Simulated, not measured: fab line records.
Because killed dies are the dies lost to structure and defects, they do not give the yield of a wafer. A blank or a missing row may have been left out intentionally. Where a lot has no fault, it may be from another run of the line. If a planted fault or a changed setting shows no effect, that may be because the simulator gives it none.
Which tool was responsible?	flow n5 finfet	12 lots with 36 wafers sampled at 4 steps, on a route of 1938 steps

## WHAT THE GAUGES READ, wafer by wafer
N5_BEOL_M8_CD_MEAS_28: target cd 40 nm.
lot	measured	on	cd nm (nm)
L074	day 9 17:49	cd sem-03	39.72 39.97 39.84
L077	day 9 21:01	cd sem-02	40.09 39.74 39.75
L079	day 10 19:34	cd sem-02	39.51 39.64 39.93
L082	day 11 14:54	cd sem-01	40.02 39.88 40.01
L083	day 12 01:23	cd sem-01	39.64 39.92 39.99
L085	day 12 14:12	cd sem-01	40.40 40.53 39.91
L087	day 12 17:40	cd sem-02	39.69 39.80 40.17
L089	day 13 05:32	cd sem-03	40.11 40.21 40.38
L092	day 13 19:22	cd sem-01	39.98 39.82 40.26
L093	day 14 04:17	cd sem-01	40.13 39.95 40.17
L095	day 14 20:20	cd sem-01	39.85 39.72 40.07
L097	day 15 21:52	cd sem-01	39.67 39.79 39.83

## WHAT TOOL EACH LOT RAN ON (gives the tool, then ch and the chambers of the sampled wafers, and finally the start)
lot	N5_BEOL_M7_SURFACE_TREAT_79	N5_BEOL_M8_HM_DEP_02	N5_BEOL_M8_ETCH_61
L074	pvd sputter-02, day 9 10:43	pvd sputter-03, day 9 15:50	rie diel-04 ch 0,2,3, day 9 16:28
L077	pvd sputter-01, day 9 14:59	pvd sputter-03, day 9 18:17	rie diel-02 ch 0,1,2, day 9 19:11
L079	pvd sputter-02, day 10 13:37	pvd sputter-03, day 10 16:53	rie diel-03 ch 1,3, day 10 17:30
L082	pvd sputter-03, day 11 05:08	pvd sputter-01, day 11 11:40	rie diel-03 ch 0,1,3, day 11 12:30
L083	pvd sputter-01, day 11 20:26	pvd sputter-02, day 11 23:47	rie diel-02 ch 0,2,3, day 12 00:25
L085	pvd sputter-01, day 12 04:25	pvd sputter-02, day 12 08:59	rie diel-04 ch 2,3, day 12 09:41
L087	pvd sputter-02, day 12 10:11	pvd sputter-02, day 12 14:32	rie diel-03 ch 0,1, day 12 15:47
L089	pvd sputter-01, day 13 01:10	pvd sputter-01, day 13 03:45	rie diel-04 ch 0,1,2, day 13 04:22
L092	pvd sputter-03, day 13 13:20	pvd sputter-03, day 13 16:53	rie diel-02 ch 1,2, day 13 17:37
L093	pvd sputter-02, day 14 00:10	pvd sputter-01, day 14 02:44	rie diel-03 ch 0,1, day 14 03:16
L095	pvd sputter-01, day 14 12:53	pvd sputter-02, day 14 16:37	rie diel-02 ch 2,3, day 14 17:17
L097	pvd sputter-01, day 15 15:06	pvd sputter-02, day 15 19:53	rie diel-04 ch 0,1,3, day 15 20:38
- N5_BEOL_M7_SURFACE_TREAT_79
- N5_BEOL_M8_HM_DEP_02: deposits TiN, target thk 20 nm.
- N5_BEOL_M8_ETCH_61: etches SiARC in CF4, target depth 45.5 nm, time 75.8 s.

## THE ANSWER, worked out from the rows above alone
Rule: usual is defined by the lots themselves. The widest of any qualifying gaps counts: lots, ordered by their means at a reading, are off when they make up no more than a third of the lots, leave a main group of 4 or more, and stand apart from it by 3 or more times the standard deviation of that group's means. If all means in a main group match to the digits the tables above print for the reading, that group is not used. A lot without any number at a reading at which 4 lots or more have one is off too. Any other lot the step has rows for is counted as sound.
No lot is off on any of the readings shown, so nothing can be concluded from this.

## WHAT WAS PUT IN BY THE SIMULATOR
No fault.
